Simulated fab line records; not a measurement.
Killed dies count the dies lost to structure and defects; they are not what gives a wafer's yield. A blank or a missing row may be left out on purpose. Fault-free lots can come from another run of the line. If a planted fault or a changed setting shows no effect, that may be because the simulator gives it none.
Which tool is to blame?	flow n5_finfet	20 lots, 60 wafers sampled, at 6 steps of a route of 1938

WHAT THE GAUGES SHOWED, per wafer
N5_BEOL_M7_OCD_MEAS_38. Usual: trench_depth_nm 92.6 nm, standard deviation 2.3.
lot	measured	on	trench_depth_nm (nm)	flag
L077	day 12 22:26	ocd-02	97.7 91.4 90.1	
L076	day 13 10:26	ocd-01	91.5 94.8 92.2	
L080	day 13 15:56	ocd-01	92.5 95.9 96.1	
L078	day 13 19:23	ocd-02	97.4 91.1 97.8	
L082	day 14 00:45	ocd-01	93.1 91.6 93.3	
L079	day 14 04:29	ocd-01	98.3 91.4 92.1	
L086	day 14 13:32	ocd-02	91.8 89.9 91.0	
L081	day 15 01:20	ocd-01	90.9 92.6 90.1	
L084	day 15 03:34	ocd-01	97.4 91.2 91.2	
L083	day 15 03:37	ocd-02	92.1 91.0 91.4	
L085	day 15 17:59	ocd-01	93.9 97.7 97.0	
L090	day 16 10:30	ocd-02	91.6 93.3 90.5	
L089	day 16 21:32	ocd-01	92.1 91.7 95.0	
L088	day 17 00:05	ocd-01	95.2 95.7 97.9	
L087	day 17 00:32	ocd-02	92.7 92.5 92.5	
L091	day 17 05:24	ocd-02	94.2 91.5 89.7	
L092	day 17 05:48	ocd-01	91.8 95.6 91.8	
L094	day 17 08:44	ocd-02	92.7 93.8 93.1	
L093	day 18 05:27	ocd-02	90.9 93.8 96.0	
L097	day 18 20:19	ocd-01	92.7 93.4 92.7	

EACH LOT AND THE TOOL THAT RAN IT (in order: tool; ch and the chambers of the sampled wafers; start)
lot	N5_BEOL_M6_ANNEAL_51	N5_BEOL_M7_DESCUM_16	N5_BEOL_M7_ETCH_62	N5_BEOL_M7_ETCH_72	N5_BEOL_M7_STRIP_36
L077	rtp_anneal-02 ch 0, day 12 17:22	rie_diel-02 ch 0,1,3, day 12 20:46	rie_diel-02 ch 0,1,3, day 12 20:51	rie_diel-06 ch 2,3, day 12 22:03	rie_diel-06 ch 2,3, day 12 22:14
L076	rtp_anneal-01 ch 0, day 13 03:37	rie_diel-05 ch 1,2,3, day 13 06:56	rie_diel-05 ch 1,2,3, day 13 07:01	rie_diel-05 ch 2,3, day 13 10:02	rie_diel-05 ch 2,3, day 13 10:14
L080	rtp_anneal-02 ch 0, day 13 09:04	rie_diel-02 ch 0,2,3, day 13 11:43	rie_diel-02 ch 0,2,3, day 13 11:48	rie_diel-02 ch 0,3, day 13 15:32	rie_diel-02 ch 0,3, day 13 15:44
L078	rtp_anneal-02 ch 0, day 13 12:56	rie_diel-05 ch 1,2, day 13 17:08	rie_diel-05 ch 1,2, day 13 17:13	rie_diel-06 ch 0,3, day 13 18:59	rie_diel-06 ch 0,3, day 13 19:11
L082	rtp_anneal-01 ch 0, day 13 19:56	rie_diel-05 ch 0,2,3, day 13 22:35	rie_diel-05 ch 0,2,3, day 13 22:40	rie_diel-05 ch 0,2, day 14 00:21	rie_diel-05 ch 0,2, day 14 00:33
L079	rtp_anneal-02 ch 0, day 13 21:59	rie_diel-02 ch 0,1, day 14 01:47	rie_diel-02 ch 0,1, day 14 01:53	rie_diel-06 ch 0,1,3, day 14 04:05	rie_diel-06 ch 0,1,3, day 14 04:17
L086	rtp_anneal-01 ch 0, day 14 06:17	rie_diel-06 ch 1,3, day 14 09:30	rie_diel-06 ch 1,3, day 14 09:35	rie_diel-05 ch 1,2,3, day 14 13:08	rie_diel-05 ch 1,2,3, day 14 13:20
L081	rtp_anneal-02 ch 0, day 14 18:01	rie_diel-05 ch 2,3, day 14 22:21	rie_diel-05 ch 2,3, day 14 22:26	rie_diel-02 ch 2,3, day 15 00:57	rie_diel-02 ch 2,3, day 15 01:08
L084	rtp_anneal-02 ch 0, day 14 22:28	rie_diel-06 ch 0,2, day 15 02:01	rie_diel-06 ch 0,2, day 15 02:06	rie_diel-06 ch 0,1,3, day 15 03:10	rie_diel-06 ch 0,1,3, day 15 03:22
L083	rtp_anneal-02 ch 0, day 14 23:17	rie_diel-02 ch 0,1,3, day 15 02:10	rie_diel-02 ch 0,1,3, day 15 02:16	rie_diel-05 ch 2,3, day 15 03:13	rie_diel-05 ch 2,3, day 15 03:25
L085	rtp_anneal-01 ch 0, day 15 04:47	rie_diel-06 ch 0,2,3, day 15 15:04	rie_diel-06 ch 0,2,3, day 15 15:10	rie_diel-06 ch 0,1,3, day 15 17:35	rie_diel-06 ch 2,3, day 15 17:47
L090	rtp_anneal-01 ch 0, day 16 01:17	rie_diel-02 ch 0,2, day 16 08:49	rie_diel-02 ch 0,2, day 16 08:54	rie_diel-02 ch 2,3, day 16 10:07	rie_diel-02 ch 2,3, day 16 10:18
L089	rtp_anneal-01 ch 0, day 16 15:16	rie_diel-05 ch 2,3, day 16 18:33	rie_diel-05 ch 2,3, day 16 18:38	rie_diel-05 ch 0,2,3, day 16 21:08	rie_diel-05 ch 0,2,3, day 16 21:20
L088	rtp_anneal-02 ch 0, day 16 18:37	rie_diel-06 ch 1,2, day 16 22:02	rie_diel-06 ch 1,2, day 16 22:07	rie_diel-06 ch 2,3, day 16 23:41	rie_diel-06 ch 2,3, day 16 23:53
L087	rtp_anneal-01 ch 0, day 16 21:00	rie_diel-02 ch 0,1, day 16 23:04	rie_diel-02 ch 0,1, day 16 23:09	rie_diel-05 ch 0,3, day 17 00:08	rie_diel-05 ch 0,3, day 17 00:20
L091	rtp_anneal-01 ch 0, day 16 22:35	rie_diel-05 ch 0,2,3, day 17 01:16	rie_diel-05 ch 0,2,3, day 17 01:22	rie_diel-02 ch 0,1,2, day 17 05:00	rie_diel-02 ch 0,1,2, day 17 05:12
L092	rtp_anneal-01 ch 0, day 16 22:49	rie_diel-05 ch 1,3, day 17 01:51	rie_diel-05 ch 1,3, day 17 01:56	rie_diel-02 ch 0,1,3, day 17 05:24	rie_diel-02 ch 0,1,3, day 17 05:36
L094	rtp_anneal-02 ch 0, day 17 02:11	rie_diel-02 ch 1,2,3, day 17 05:46	rie_diel-02 ch 1,2,3, day 17 05:52	rie_diel-05 ch 0,1,2, day 17 08:21	rie_diel-05 ch 0,1,2, day 17 08:32
L093	rtp_anneal-01 ch 0, day 17 22:52	rie_diel-06 ch 0,1,2, day 18 02:36	rie_diel-06 ch 0,1,2, day 18 02:41	rie_diel-06 ch 1,2,3, day 18 05:03	rie_diel-06 ch 1,2,3, day 18 05:15
L097	rtp_anneal-02 ch 0, day 18 11:47	rie_diel-02 ch 0,2,3, day 18 16:22	rie_diel-02 ch 0,2,3, day 18 16:27	rie_diel-05 ch 0,2,3, day 18 19:55	rie_diel-05 ch 0,2,3, day 18 20:07
- N5_BEOL_M6_ANNEAL_51: time 90 s.
- N5_BEOL_M7_DESCUM_16: chemistry O2, time 7.9 s.
- N5_BEOL_M7_ETCH_62: etches SOC in N2/H2, target depth 110 nm, overetch 22 nm, time 165 s.
- N5_BEOL_M7_ETCH_72: etches underlayer in N2/H2, target depth 6.5 nm, time 5.2 s.
- N5_BEOL_M7_STRIP_36: strips in N2/H2.

AS READ BY THE TOOLS THEMSELVES (means over the sampled wafers that have a number; for cases with no such wafer, the mark the record gives instead)
N5_BEOL_M6_ANNEAL_51. Usual: wafer_temp_C_max 226.06, standard deviation 0.28.
lot	tool	wafer_temp_C_max	flag
L077	rtp_anneal-02	225.93	
L076	rtp_anneal-01	226.30	
L080	rtp_anneal-02	225.82	
L078	rtp_anneal-02	225.89	
L082	rtp_anneal-01	226.31	
L079	rtp_anneal-02	226.04	
L086	rtp_anneal-01	225.83	
L081	rtp_anneal-02	225.99	
L084	rtp_anneal-02	226.19	
L083	rtp_anneal-02	225.85	
L085	rtp_anneal-01	226.07	
L090	rtp_anneal-01	226.46	
L089	rtp_anneal-01	226.10	
L088	rtp_anneal-02	226.06	
L087	rtp_anneal-01	226.15	
L091	rtp_anneal-01	226.06	
L092	rtp_anneal-01	225.86	
L094	rtp_anneal-02	225.91	
L093	rtp_anneal-01	226.12	
L097	rtp_anneal-02	226.22	

N5_BEOL_M7_DESCUM_16. Usual: drypump_motor_current_A 5.6 A, standard deviation 0.5; oes_product_au 0.79 a.u., standard deviation 0.093; rf_vpp_V 243.5 V, standard deviation 1.6; showerhead_plenum_p_Torr 2.12 Torr, standard deviation 0.091; throttle_valve_pct 20.43 %, standard deviation 0.23.
lot	tool	drypump_motor_current_A (A)	oes_product_au (a.u.)	rf_vpp_V (V)	showerhead_plenum_p_Torr (Torr)	throttle_valve_pct (%)	flag
L077	rie_diel-02	5.6	0.86	244.6	2.16	20.62	
L076	rie_diel-05	5.8	0.71	243.6	2.09	20.33	
L080	rie_diel-02	5.2	0.82	243.4	2.13	20.63	
L078	rie_diel-05	5.9	0.72	244.9	2.16	20.36	
L082	rie_diel-05	5.6	0.72	242.7	2.05	20.44	
L079	rie_diel-02	5.9	0.84	245.1	2.23	20.57	
L086	rie_diel-06	5.9	0.83	243.8	2.14	20.31	
L081	rie_diel-05	5.9	0.71	241.8	2.04	20.31	
L084	rie_diel-06	5.6	0.90	242.7	2.04	20.05	
L083	rie_diel-02	5.6	0.83	244.7	2.15	20.65	
L085	rie_diel-06	5.8	0.85	243.2	2.07	20.22	
L090	rie_diel-02	4.9	0.92	244.0	2.18	20.40	
L089	rie_diel-05	6.0	0.71	244.2	2.10	20.35	
L088	rie_diel-06	5.5	0.81	243.9	2.14	20.14	
L087	rie_diel-02	5.4	0.85	244.5	2.22	20.68	
L091	rie_diel-05	5.6	0.70	242.4	2.04	20.47	
L092	rie_diel-05	5.7	0.77	242.3	2.02	20.23	
L094	rie_diel-02	5.7	0.82	243.6	2.12	20.49	
L093	rie_diel-06	5.6	0.79	242.9	2.09	20.22	
L097	rie_diel-02	5.2	0.84	243.4	2.12	20.58	

N5_BEOL_M7_ETCH_62. Usual: drypump_motor_current_A 5.6 A, standard deviation 0.5; h2_flow_sccm 199.9 sccm, standard deviation 0.65; n2_flow_sccm 200.0 sccm, standard deviation 0.6; oes_product_au 0.67 a.u., standard deviation 0.073; rf_vpp_V 524.8 V, standard deviation 2.9; showerhead_plenum_p_Torr 2.58 Torr, standard deviation 0.097; throttle_valve_pct 17.9 %, standard deviation 0.31.
lot	tool	drypump_motor_current_A (A)	h2_flow_sccm (sccm)	n2_flow_sccm (sccm)	oes_product_au (a.u.)	rf_vpp_V (V)	showerhead_plenum_p_Torr (Torr)	throttle_valve_pct (%)	flag
L077	rie_diel-02	5.6	200.7	200.2	0.72	525.9	2.61	18.0	
L076	rie_diel-05	5.8	199.8	200.4	0.62	524.6	2.58	18.0	
L080	rie_diel-02	5.2	199.7	200.5	0.69	525.2	2.60	18.1	
L078	rie_diel-05	5.9	199.6	200.0	0.62	527.1	2.66	18.1	
L082	rie_diel-05	5.6	200.6	200.7	0.61	522.0	2.50	17.9	
L079	rie_diel-02	5.9	200.4	199.9	0.71	526.6	2.67	17.8	
L086	rie_diel-06	5.9	200.1	200.2	0.72	526.2	2.60	17.6	
L081	rie_diel-05	5.9	199.2	200.1	0.61	521.5	2.50	17.9	
L084	rie_diel-06	5.6	200.3	200.3	0.75	523.0	2.50	17.6	
L083	rie_diel-02	5.6	199.9	199.9	0.70	525.9	2.61	18.1	
L085	rie_diel-06	5.8	199.9	199.9	0.72	523.7	2.54	17.7	
L090	rie_diel-02	5.0	200.0	199.1	0.76	527.1	2.63	17.7	
L089	rie_diel-05	6.0	200.1	200.1	0.61	524.7	2.58	18.0	
L088	rie_diel-06	5.5	199.9	200.0	0.69	525.8	2.58	17.4	
L087	rie_diel-02	5.3	200.0	200.8	0.71	527.0	2.67	17.9	
L091	rie_diel-05	5.6	200.0	200.0	0.60	522.2	2.49	18.0	
L092	rie_diel-05	5.7	200.4	199.2	0.67	521.6	2.48	17.8	
L094	rie_diel-02	5.7	200.0	200.0	0.69	525.7	2.57	18.0	
L093	rie_diel-06	5.6	200.3	200.4	0.68	524.1	2.55	17.7	
L097	rie_diel-02	5.2	200.6	199.6	0.71	524.7	2.58	18.1	

N5_BEOL_M7_ETCH_72. Usual: drypump_motor_current_A 5.6 A, standard deviation 0.44; etch_rf_on_time_s 5.23 s, standard deviation 0.18; h2_flow_sccm 199.9 sccm, standard deviation 0.6; n2_flow_sccm 200.0 sccm, standard deviation 0.57; oes_product_au 0.67 a.u., standard deviation 0.076; rf_vpp_V 524 V, standard deviation 3.1; showerhead_plenum_p_Torr 2.55 Torr, standard deviation 0.098; throttle_valve_pct 17.9 %, standard deviation 0.32.
lot	tool	drypump_motor_current_A (A)	etch_rf_on_time_s (s)	h2_flow_sccm (sccm)	n2_flow_sccm (sccm)	oes_product_au (a.u.)	rf_vpp_V (V)	showerhead_plenum_p_Torr (Torr)	throttle_valve_pct (%)	flag
L077	rie_diel-06	5.7	5.10	199.8	200.1	0.66	523	2.52	17.8	
L076	rie_diel-05	5.9	5.15	200.1	200.5	0.63	524	2.51	17.9	
L080	rie_diel-02	5.1	5.19	199.3	199.9	0.76	525	2.62	18.2	
L078	rie_diel-06	6.0	5.00	199.8	200.3	0.74	524	2.57	17.9	
L082	rie_diel-05	5.7	5.16	200.2	200.4	0.62	523	2.58	18.1	
L079	rie_diel-06	5.8	5.13	199.5	199.9	0.69	525	2.59	17.8	
L086	rie_diel-05	5.8	5.27	200.7	199.7	0.61	523	2.57	18.1	
L081	rie_diel-02	5.5	5.45	199.5	199.5	0.71	523	2.52	18.2	
L084	rie_diel-06	5.8	5.10	200.0	200.1	0.68	526	2.59	17.9	
L083	rie_diel-05	5.9	5.13	199.4	199.9	0.62	522	2.50	18.0	
L085	rie_diel-06	5.8	5.19	199.3	200.2	0.68	525	2.59	17.8	
L090	rie_diel-02	5.2	5.44	199.9	200.0	0.73	524	2.56	17.9	
L089	rie_diel-05	5.6	5.19	200.1	200.0	0.61	522	2.49	18.0	
L088	rie_diel-06	5.7	4.99	199.7	200.1	0.78	523	2.51	17.5	
L087	rie_diel-05	5.2	5.28	199.6	199.9	0.59	520	2.40	18.0	
L091	rie_diel-02	5.4	5.31	200.2	200.1	0.72	526	2.64	17.8	
L092	rie_diel-02	5.6	5.34	200.5	200.3	0.68	525	2.60	18.1	
L094	rie_diel-05	5.6	5.11	200.5	200.7	0.68	523	2.56	18.0	
L093	rie_diel-06	5.8	5.04	199.9	200.1	0.72	526	2.56	17.5	
L097	rie_diel-05	5.6	5.18	200.4	199.9	0.59	522	2.49	18.0	

N5_BEOL_M7_STRIP_36. Usual: drypump_motor_current_A 5.6 A, standard deviation 0.44; h2_flow_sccm 200.0 sccm, standard deviation 0.61; n2_flow_sccm 200.0 sccm, standard deviation 0.58; oes_product_au 0.78 a.u., standard deviation 0.092; rf_vpp_V 59.4 V, standard deviation 1.6; showerhead_plenum_p_Torr 2.55 Torr, standard deviation 0.098; throttle_valve_pct 23.8 %, standard deviation 0.43.
lot	tool	drypump_motor_current_A (A)	h2_flow_sccm (sccm)	n2_flow_sccm (sccm)	oes_product_au (a.u.)	rf_vpp_V (V)	showerhead_plenum_p_Torr (Torr)	throttle_valve_pct (%)	flag
L077	rie_diel-06	5.7	200.2	199.7	0.76	59.6	2.51	23.7	
L076	rie_diel-05	5.8	200.5	199.8	0.72	59.1	2.50	23.8	
L080	rie_diel-02	5.1	200.4	200.6	0.91	59.2	2.62	24.2	
L078	rie_diel-06	6.0	200.1	200.5	0.85	58.8	2.57	23.7	
L082	rie_diel-05	5.7	200.3	199.9	0.73	59.3	2.58	24.1	
L079	rie_diel-06	5.8	200.0	200.3	0.80	61.1	2.59	23.6	
L086	rie_diel-05	5.8	199.4	200.1	0.70	60.1	2.57	23.9	
L081	rie_diel-02	5.5	199.8	200.4	0.85	58.9	2.52	24.3	
L084	rie_diel-06	5.8	200.0	200.2	0.79	61.4	2.58	23.6	
L083	rie_diel-05	5.9	199.7	200.6	0.70	59.3	2.50	23.8	
L085	rie_diel-06	5.9	199.4	199.4	0.90	59.5	2.54	23.4	
L090	rie_diel-02	5.3	199.3	199.1	0.88	59.6	2.55	23.9	
L089	rie_diel-05	5.6	200.1	199.5	0.69	60.3	2.49	23.9	
L088	rie_diel-06	5.7	199.9	199.3	0.90	59.5	2.51	23.3	
L087	rie_diel-05	5.3	200.1	199.6	0.68	59.8	2.40	23.8	
L091	rie_diel-02	5.4	199.6	199.8	0.86	60.8	2.63	23.6	
L092	rie_diel-02	5.6	200.1	199.7	0.81	59.9	2.60	24.0	
L094	rie_diel-05	5.6	199.6	199.3	0.79	59.1	2.56	23.9	
L093	rie_diel-06	5.8	200.5	199.5	0.83	60.8	2.55	23.3	
L097	rie_diel-05	5.6	199.5	200.1	0.68	59.6	2.48	23.9	

THE ANSWER, worked out from the rows above alone
Rule: take the mean of a lot's wafers that have a number; if it is more than 3 standard deviations from the usual mean, the lot is off. A lot without any number at a reading at which 4 lots or more have one is off too. Where the step has rows for the other lots, those lots are counted as sound. First the gauges in route order, then the tools' own readings, where a lot's mean is used as printed above. At the first step where some lot is off, the reading lying furthest off is the one used; lots without a number count as furthest.
No lot is off on any of the readings shown, so nothing can be concluded from this.

WHAT HAD BEEN PUT IN BY THE SIMULATOR
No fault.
